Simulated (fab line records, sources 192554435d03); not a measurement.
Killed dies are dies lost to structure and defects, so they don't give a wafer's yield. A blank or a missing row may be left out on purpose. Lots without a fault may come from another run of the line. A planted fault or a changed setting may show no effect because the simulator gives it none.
Chamber matching | flow n5_finfet | N5_MOL_CONTACT_COAG_STRIP_72 on rie_diel-01: 4 sister chambers
The step strips in N2/H2. 8 wafers are shown with their chamber, then 9 later ones without.

WAFERS WITH THEIR CHAMBER
wafer  | chamber | drypump_motor_current_A (A) | throttle_valve_pct (%)
L081.1 | 0       | 5.2                         | 23.96
L085.4 | 3       | 6.4                         | 23.33
L087.3 | 2       | 5.8                         | 23.27
L087.5 | 1       | 5.6                         | 23.93
L087.6 | 2       | 5.8                         | 23.27
L088.1 | 1       | 5.5                         | 24.00
L088.3 | 0       | 5.2                         | 23.56
L088.5 | 3       | 6.4                         | 23.37

WAFERS WITHOUT THEIR CHAMBER
wafer  | drypump_motor_current_A (A) | throttle_valve_pct (%)
L093.1 | 5.5                         | 23.99
L093.3 | 5.1                         | 23.52
L093.6 | 5.5                         | 23.99
L094.1 | 6.4                         | 23.41
L094.3 | 5.7                         | 23.32
L094.4 | 5.2                         | 23.52
L097.2 | 6.4                         | 23.38
L097.5 | 5.2                         | 23.54
L097.6 | 6.4                         | 23.36

WHICH CHAMBER EACH WENT THROUGH
wafer  | from the rows above | in truth
L093.1 | 1                   | 1
L093.3 | 0                   | 0
L093.6 | 1                   | 1
L094.1 | 3                   | 3
L094.3 | 2                   | 2
L094.4 | 0                   | 0
L097.2 | 3                   | 3
L097.5 | 0                   | 0
L097.6 | 3                   | 3
Placed correctly: 9 of 9. Can't be placed from these rows: 0. Placed wrongly: 0.
How it was worked out, from the rows above alone: a wafer's distance from a chamber is the root of the sum, over the readings, of the square of ((its reading less the chamber's mean) divided by the reading's scatter). The wafer belongs to the nearest chamber; if the next one is less than 2 further off, it can't be placed. A chamber's mean is the mean of its shown wafers. The scatter: the root of (the sum of the squares of (reading less its chamber's mean) over the shown wafers, divided by (wafers less chambers)).
